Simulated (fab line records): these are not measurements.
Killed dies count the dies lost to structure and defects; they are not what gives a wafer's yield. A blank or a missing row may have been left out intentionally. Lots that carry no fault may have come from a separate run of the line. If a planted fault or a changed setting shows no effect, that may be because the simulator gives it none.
The same fault as seen by 2 desks :: flow n5-finfet :: only its own numbers are on each desk; what lay behind them is given at the end

## METROLOGY DESK
Lot by lot, what the gauges showed, no matter which tool ran the lot: averages of those sampled wafers that carry a number. The brackets show how far a lot's mean lies from the usual mean; more than 4 standard deviations puts the lot out of limits, marked OUT.
Columns: A = cd-nm at N5_BEOL_M15_CD_MEAS_28, usual 406.5 nm
lot: L808
first seen here: day 12 03:34
A: 408.2

lot: L810
first seen here: day 12 14:45
A: 405.4

lot: L813
first seen here: day 13 02:41
A: 405.9

lot: L812
first seen here: day 13 18:19
A: 406.5

lot: L816
first seen here: day 14 13:45
A: 407.8

lot: L815
first seen here: day 14 22:59
A: 407.8

lot: L818
first seen here: day 15 00:09
A: 407.5

lot: L820
first seen here: day 15 04:20
A: 405.6

lot: L819
first seen here: day 15 18:16
A: 407.4

lot: L822
first seen here: day 16 03:55
A: 406.7

lot: L821
first seen here: day 16 11:32
A: 406.0
This desk found nothing out of limits on any of the 11 lots.

## FOR THE TOOL OWNER'S DESK: ald-sin-01
The tool's own readings at N5_BEOL_M2_ALD_98 (deposits SiO2, target thk 2.5 nm, pulse time 1 s, co reactant pulse time 1 s): means of the sampled wafers that have a number, for each lot that ran on this tool. The brackets show how far a lot's mean lies from the usual mean; more than 4 standard deviations puts the lot out of limits, marked OUT.
Columns: A = heater-power-w at N5_BEOL_M2_ALD_98, usual 79 W; B = precursor-pulse-height-rel at N5_BEOL_M2_ALD_98, usual 1.001
lot: L810
first seen here: day 7 01:52
A: 73
B: 1.003

lot: L815
first seen here: day 8 16:46
A: 77
B: 0.963

lot: L816
first seen here: day 8 16:52
A: 72
B: 1.018

lot: L818
first seen here: day 9 10:56
A: 72
B: 1.014

lot: L819
first seen here: day 9 18:34
A: 72
B: 1.009

lot: L820
first seen here: day 9 18:45
A: 73
B: 1.000

lot: L822
first seen here: day 10 01:25
A: 77
B: 0.981

lot: L821
first seen here: day 10 01:34
A: 77
B: 1.008
This desk found nothing out of limits on any of the 8 lots.

## BROUGHT TOGETHER
Nothing out of limits was seen by the metrology desk.
The tool owner's desk saw nothing out of limits.

## WHAT THE SIMULATOR HAD PUT IN
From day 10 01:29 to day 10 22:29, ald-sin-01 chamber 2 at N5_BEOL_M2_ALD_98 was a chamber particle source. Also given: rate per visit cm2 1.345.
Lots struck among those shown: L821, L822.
